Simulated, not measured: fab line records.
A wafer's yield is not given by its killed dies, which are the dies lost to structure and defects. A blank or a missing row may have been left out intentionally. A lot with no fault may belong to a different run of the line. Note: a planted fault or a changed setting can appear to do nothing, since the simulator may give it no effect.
Which of the tools did it? + flow n5 finfet + 36 wafers from 12 lots sampled at 3 of the route's 1938 steps

WHAT THE GAUGES READ, wafer by wafer
N5_BEOL_M2_CD_MEAS_28: target cd 26.2 nm, target cd y 24.1 nm.
| lot  | measured     | on        | cd nm (nm)        |
|------|--------------|-----------|-------------------|
| L075 | day 6 20:50  | cd sem-03 | 25.75 26.18 25.63 |
| L077 | day 7 07:19  | cd sem-03 | 25.82 25.86 26.12 |
| L079 | day 7 20:28  | cd sem-02 | 26.00 26.24 26.01 |
| L081 | day 8 05:37  | cd sem-03 | 26.43 26.40 26.30 |
| L083 | day 9 01:32  | cd sem-03 | 26.36 26.43 26.81 |
| L085 | day 9 03:35  | cd sem-02 | 26.17 25.98 26.13 |
| L087 | day 9 20:40  | cd sem-03 | 25.98 25.76 26.00 |
| L089 | day 10 11:59 | cd sem-02 | 26.25 26.36 25.91 |
| L091 | day 11 01:16 | cd sem-01 | 26.00 26.41 26.03 |
| L093 | day 11 17:26 | cd sem-03 | 25.68 26.17 25.82 |
| L095 | day 11 23:29 | cd sem-01 | 26.00 26.38 26.23 |
| L097 | day 12 08:30 | cd sem-03 | 26.62 26.35 26.36 |

WHAT TOOL EACH LOT RAN ON (gives the tool, then ch and the chambers of the sampled wafers, and finally the start)
| lot  | N5_BEOL_M2_ILD_DEP_00           | N5_BEOL_M2_ETCH_64                 |
|------|---------------------------------|------------------------------------|
| L075 | pecvd-01 ch 0,1,2, day 6 17:38  | rie diel-03 ch 0,2,3, day 6 19:55  |
| L077 | pecvd-02 ch 0,1,2, day 7 05:45  | rie diel-01 ch 1,2,3, day 7 06:38  |
| L079 | pecvd-03 ch 0,2, day 7 17:38    | rie diel-03 ch 0,1, day 7 19:47    |
| L081 | pecvd-03 ch 0,1,2, day 8 03:49  | rie diel-02 ch 0,2,3, day 8 04:59  |
| L083 | pecvd-02 ch 0,1, day 8 20:19    | rie diel-02 ch 0,2, day 9 00:45    |
| L085 | pecvd-01 ch 0,2, day 9 01:10    | rie diel-03 ch 0,1,3, day 9 02:49  |
| L087 | pecvd-03 ch 0,2, day 9 19:03    | rie diel-01 ch 0,1,3, day 9 19:55  |
| L089 | pecvd-02 ch 0,1, day 10 10:25   | rie diel-03 ch 0,3, day 10 11:11   |
| L091 | pecvd-02 ch 0,1,2, day 10 19:39 | rie diel-02 ch 2,3, day 11 00:26   |
| L093 | pecvd-01 ch 1,2, day 11 12:41   | rie diel-03 ch 0,2, day 11 16:46   |
| L095 | pecvd-02 ch 0,1, day 11 21:10   | rie diel-02 ch 1,2,3, day 11 22:34 |
| L097 | pecvd-03 ch 0,1,2, day 12 06:36 | rie diel-02 ch 1,2,3, day 12 07:43 |
- N5_BEOL_M2_ILD_DEP_00: deposits SiOC from DEMS/O2, target thk 79 nm, time 15.3 s.
- N5_BEOL_M2_ETCH_64: etches SOC in N2/H2, target depth 75 nm, overetch 22.5 nm, time 121.9 s.

THE ANSWER, worked out from the rows above alone
Rule: the usual values come from the lots themselves. The widest of any qualifying gaps counts: lots, ordered by their means at a reading, are off when they make up no more than a third of the lots, leave a main group of 4 or more, and stand apart from it by 3 or more times the standard deviation of that group's means. A main group whose means are all the same, to the digits that the tables above print for the reading, isn't used. Also off: a lot with no number at a reading for which 4 or more lots have one. The other lots that the step has rows for count as sound.
None of the lots is off at any reading shown; this tells nothing.

WHAT HAD BEEN PUT IN BY THE SIMULATOR
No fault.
